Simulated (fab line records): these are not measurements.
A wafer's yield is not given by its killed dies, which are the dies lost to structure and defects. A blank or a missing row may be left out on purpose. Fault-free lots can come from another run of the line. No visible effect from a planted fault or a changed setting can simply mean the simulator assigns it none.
A lot that was struck, set against a sound lot | flow n5_finfet | 37 out of 1938 route steps
Sound: wafers L443.1, L443.5, L443.6. Struck: wafers L431.1, L431.3 (left out: L431.5, a lot-mate that was not struck); the cause follows at the end.
Each step with rows lists, per side, the tool, then ch with its chambers, then its first start. Under that, the readings that differ: sound wafers | struck wafers | difference of the means | sigmas: that difference in standard deviations of wafers without a fault.
alike: words and numbers the same on both sides, and readings whose means are apart by under 2 such deviations; not compared: readings that were withheld, readings missing a value for some wafer, numbers with overlapping values and no deviation given by the record, and bounds like >300 which may hide the same value.
The two part at a step that has a row with sigmas, a row that says differs or no value, or rows on one side only. Numbers that don't overlap but have no deviation are shown without sigmas and don't part them. Lack of a reading on every wafer of one side parts them only where that side has two or more wafers.

first, 9 steps without rows for these wafers: N5_BEOL_M10_PEB_26 (peb time 60 s); N5_BEOL_M10_DEVELOP_27 (develop time 30 s); N5_BEOL_M10_DESCUM_33 (chemistry O2, time 7.9 s); N5_BEOL_M10_ETCH_65 (etches SiARC in CF4, target depth 39 nm, time 65 s); N5_BEOL_M10_ETCH_66 (etches SOC in N2/H2, target depth 120 nm, overetch 24 nm, time 180 s); N5_BEOL_M10_STRIP_69 (strips in N2/H2); N5_BEOL_M10_VIA_ETCH_34 (etches SiCOH lowk in C4F6/O2, target depth 184.5 nm, time 69.2 s); N5_BEOL_M10_STRIP_73 (strips in C4F6/O2); N5_BEOL_M10_STRIP_36 (strips in N2/H2).
N5_BEOL_M10_TRENCH_ETCH_37: etches SiCOH lowk in C4F6/O2, target depth 148.83 nm, time 48 s.
  sound on rie_diel-05 ch 0,1, day 16 06:45; struck on rie_diel-05 ch 1,2, day 13 15:11
  reading                              | sound             | struck      | difference | sigmas
  model.BEOL_M10.feature_depth_nm (nm) | 147.2 150.4 148.8 | 124 123.8   | -25        |
  model.etch.depth_nm (nm)             | 147.2 150.3 148.9 | 124.1 123.8 | -24.9      |
  alike: bias_w, drypump_motor_current_A, oes_product_au, rf_vpp_V, showerhead_plenum_p_Torr, throttle_valve_pct
  not compared: rf_hours_counter_h, model.TiN_of_BEOL_M10_HM_DEP_02.thk_nm
then, 2 steps without rows for these wafers: N5_BEOL_M10_ETCH_41 (etches SiCN in CH3F/O2, target depth 42.6 nm, time 86 s); N5_BEOL_M10_STRIP_77 (strips in N2/H2, time 10 s).
N5_BEOL_M10_OCD_MEAS_38:
  struck on ocd-01, day 13 15:22; sound on ocd-02, day 16 06:56
  reading              | sound             | struck      | difference | sigmas
  trench_depth_nm (nm) | 147.2 150.7 148.5 | 123.6 124.1 | -24.9      | -12
then, 13 steps without rows for these wafers: N5_BEOL_M10_HM_STRIP_39 (strips TiN in peroxide tin strip, target depth 25 nm, time 158 s); N5_BEOL_M10_SRD_40 (time 30 s); N5_BEOL_M10_PRECLEAN_42 (cleans in residue remover, time 60 s); N5_BEOL_M10_SRD_43 (time 30 s); N5_BEOL_M10_CURE_72 (cures SiCOH lowk, time 120 s); N5_BEOL_M10_DEGAS_44 (time 60 s); N5_BEOL_M10_PRE_CLEAN_45 (time 30 s); N5_BEOL_M10_ALD_74 (deposits TaN, target thk 2 nm, pulse time 2 s, purge time 3 s); N5_BEOL_M10_SURFACE_TREAT_76; N5_BEOL_M10_CVD_75 (deposits Co from CCTBA/H2, target thk 2 nm, time 138.9 s); N5_BEOL_M10_SPUTTER_48 (material Cu, target thk 12 nm, time 2 s); N5_BEOL_M10_ECD_50 (material Cu, target thk 318 nm); N5_BEOL_M10_ANNEAL_51 (time 90 s).
N5_BEOL_M10_CMP_52: polishes, stops on SiCOH lowk, t overpolish 7 s, target thk 140 nm.
  sound on cmp-02 ch 1,2, day 16 08:56; struck on cmp-02 ch 0,2, day 13 18:11
  reading                                 | sound           | struck      | difference | sigmas
  model.Cu_of_BEOL_M10_ECD_50.thk_nm (nm) | 139 142.4 140.2 | 113.8 115.2 | -26.0      |
  alike: motor_current_A
N5_BEOL_M10_THK_MEAS_53: measures by xrf.
  struck on film_metro-02, day 13 18:28; sound on film_metro-02, day 16 09:14
  reading      | sound             | struck      | difference | sigmas
  M10_THK (nm) | 136.5 139.6 136.6 | 111.9 112.4 | -25.4      | -10
then, 2 steps without rows for these wafers: N5_BEOL_M10_PRE_CLEAN_55 (time 15 s); N5_BEOL_M10_DEP_56 (deposits SiCN from 3MS/NH3, target thk 15 nm, time 26.5 s).
N5_BEOL_M10_RS_MEAS_57: the measuring method here is four-point-probe.
  struck on film_metro-02, day 13 18:37; sound on film_metro-01, day 16 09:23
  reading         | sound                | struck        | difference | sigmas
  M10_RS (ohm/sq) | 0.1520 0.1479 0.1503 | 0.1902 0.1876 | +0.0388    | +13
then, 5 steps without rows for these wafers: N5_BEOL_M11_ILD_DEP_00 (deposits SiCOH lowk from DEMS/porogen, target thk 308.51 nm, time 58 s); N5_BEOL_M11_CURE_71 (cures SiCOH lowk, time 240 s); N5_BEOL_M11_PECVD_70 (deposits SiO2 from TEOS/O2, target thk 20 nm, time 22.7 s); N5_BEOL_M11_HM_DEP_02 (deposits TiN, target thk 20 nm); N5_BEOL_M11_COAT_59 (time 60 s, resist thk 100 nm).
N5_BEOL_M15_RC_MEAS_101:
  sound on prober-01 ch 0, day 17 21:14; struck on prober-01 ch 0, day 15 05:41
  reading                    | sound             | struck      | difference | sigmas
  SERP_M10 (ohm/um)          | 3.01 2.99 3.02    | 3.86 3.83   | +0.84      | +12
  SERP_M10_max_site (ohm/um) | 3.16 3.12 3.10    | 4.00 3.97   | +0.86      | +11
  SERP_M13 (ohm/um)          | 0.310 0.319 0.316 | 0.304 0.307 | -0.010     | -2
  alike: COMB_M11, COMB_M12, COMB_M13, COMB_M14, COMB_M15, COMB_M5, COMB_M6, COMB_M7, COMB_M8, COMB_M9, COMB_M9_max_site, SERP_M11, SERP_M12, SERP_M14, SERP_M5, SERP_M6, SERP_M7, SERP_M8, SERP_M8_max_site, SERP_M9

## WHERE THEY PART
At N5_BEOL_M10_OCD_MEAS_38 first; at N5_BEOL_M15_RC_MEAS_101 last (within this record only).

WHY: what had been put in by the simulator
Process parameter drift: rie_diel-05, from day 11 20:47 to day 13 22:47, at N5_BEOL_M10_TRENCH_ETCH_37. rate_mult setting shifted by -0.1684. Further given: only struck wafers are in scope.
